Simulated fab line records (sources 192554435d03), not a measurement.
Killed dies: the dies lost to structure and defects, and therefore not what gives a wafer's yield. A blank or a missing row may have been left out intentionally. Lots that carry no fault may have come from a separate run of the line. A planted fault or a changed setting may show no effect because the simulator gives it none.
Matching of chambers    flow n5Finfet    N5_HKMG_FIN_ETCH_31 on rieDiel-06 has 4 sister chambers
The step etches SiARC in CF4, target depth 45.5 nm, time 75.8 s. 18 wafers are shown with their chamber, then 9 later ones without.

WAFERS PAIRED WITH THEIR CHAMBERS
wafer   chamber  showerheadPlenumPTorr (Torr)  drypumpMotorCurrentA (A)  throttleValvePct (%)
L074.1  1        2.15                          5.6                       15.91
L074.4  2        2.13                          5.3                       15.71
L074.6  1        2.15                          5.6                       15.91
L075.1  3        2.03                          4.9                       15.87
L075.4  1        2.15                          5.6                       15.91
L075.6  2        2.13                          5.3                       15.70
L076.2  2        2.13                          5.3                       15.71
L076.3  3        2.03                          4.9                       15.87
L076.4  1        2.15                          5.6                       15.90
L079.3  1        2.14                          5.6                       15.92
L079.4  0        2.07                          4.8                       15.59
L079.5  1        2.14                          5.6                       15.92
L080.2  1        2.14                          5.6                       15.93
L080.3  3        2.03                          4.8                       15.90
L080.6  3        2.03                          4.9                       15.88
L082.1  3        2.03                          4.9                       15.91
L082.4  0        2.07                          4.8                       15.59
L082.5  2        2.13                          5.3                       15.74

SIGNATURES, as means of the wafers listed above
reading                chamber 0  chamber 1  chamber 2  chamber 3  scatter within a chamber
showerheadPlenumPTorr  2.0700     2.1457     2.1300     2.0300     0.0035
drypumpMotorCurrentA   4.800      5.600      5.300      4.880      0.0239
throttleValvePct       15.5900    15.9143    15.7150    15.8860    0.0141
Rule: for a wafer and a chamber, the distance is found by dividing, reading by reading, the gap between the wafer's reading and the chamber's mean by the reading's scatter, squaring, summing and taking the root. If the next closest chamber is less than 2 further off than the closest, the wafer can't be placed; otherwise it belongs to the closest. The scatter is the square root of a quotient: the sum, over the shown wafers, of each reading's squared deviation from its chamber's mean, divided by wafers minus chambers.

WAFERS WITH NO CHAMBER GIVEN
wafer   showerheadPlenumPTorr (Torr)  drypumpMotorCurrentA (A)  throttleValvePct (%)
L084.1  2.02                          4.8                       15.92
L084.2  2.13                          5.3                       15.77
L084.4  2.12                          5.3                       15.75
L090.1  2.06                          4.8                       15.62
L090.4  2.28                          4.9                       15.41
L090.5  2.14                          5.6                       15.95
L091.3  2.28                          4.8                       15.43
L091.4  2.14                          5.6                       15.94
L091.5  2.06                          4.8                       15.65

WHICH CHAMBER EACH ONE RAN IN
wafer    from the rows above   in truth
L084.1   3                     3
L084.2   2                     2
L084.4   2                     2
L090.1   0                     0
L090.4   2                     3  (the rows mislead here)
L090.5   1                     1
L091.3   2                     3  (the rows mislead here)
L091.4   1                     1
L091.5   0                     0
Correctly placed: 7 of 9. Can't be placed from these rows: 0. Placed wrongly: 2.
